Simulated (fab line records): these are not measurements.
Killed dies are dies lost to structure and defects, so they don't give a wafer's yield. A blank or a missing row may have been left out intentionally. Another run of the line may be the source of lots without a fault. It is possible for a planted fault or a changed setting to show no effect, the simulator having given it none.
Matching of chambers | flow n5-finfet | 4 sister chambers for N5_BEOL_M0_SAQP_MANDREL_ETCH_103 on rie-si-03
The step etches a-Si in HBr/Cl2, stops on SiCN, target depth 45 nm, bt time 10 s, time 27 s. 8 wafers are shown with their chamber, then 10 later ones without.

WAFERS, EACH WITH ITS CHAMBER
wafer  | chamber | drypump-motor-current-A (A) | throttle-valve-pct (%)
L077.5 | 3       | 6.4                         | 35.57
L084.1 | 3       | 6.4                         | 35.56
L084.6 | 0       | 4.9                         | 35.64
L083.2 | 0       | 4.9                         | 35.60
L083.5 | 1       | 6.5                         | 35.12
L083.6 | 2       | 5.7                         | 35.02
L087.1 | 2       | 5.7                         | 35.05
L087.4 | 1       | 6.6                         | 35.14

WAFERS WITHOUT THEIR CHAMBER
wafer  | drypump-motor-current-A (A) | throttle-valve-pct (%)
L087.5 | 4.9                         | 35.61
L093.1 | 6.6                         | 35.16
L093.4 | 4.9                         | 35.61
L093.6 | 5.7                         | 35.03
L094.1 | 6.6                         | 35.14
L094.2 | 5.7                         | 35.03
L094.3 | 4.9                         | 35.62
L097.1 | 5.7                         | 35.04
L097.3 | 6.4                         | 35.55
L097.6 | 6.6                         | 35.13

WHICH CHAMBER EACH ONE RAN IN
wafer  | from the rows above | in truth
L087.5 | 0                   | 0
L093.1 | 1                   | 1
L093.4 | 0                   | 0
L093.6 | 2                   | 2
L094.1 | 1                   | 1
L094.2 | 2                   | 2
L094.3 | 0                   | 0
L097.1 | 2                   | 2
L097.3 | 3                   | 3
L097.6 | 1                   | 1
Placed correctly: 10 of 10. Can't be placed from these rows: 0. Wrongly placed: 0.
How it was worked out, from the rows above alone: a wafer's distance from a chamber is the root of the sum, over the readings, of the square of ((its reading less the chamber's mean) divided by the reading's scatter). If the next closest chamber is less than 2 further off than the closest, the wafer can't be placed; otherwise it belongs to the closest. A chamber's mean is the mean of its shown wafers. The scatter: take each reading less its chamber's mean, square it, sum over the shown wafers, divide by the number of wafers less the number of chambers, and take the root.
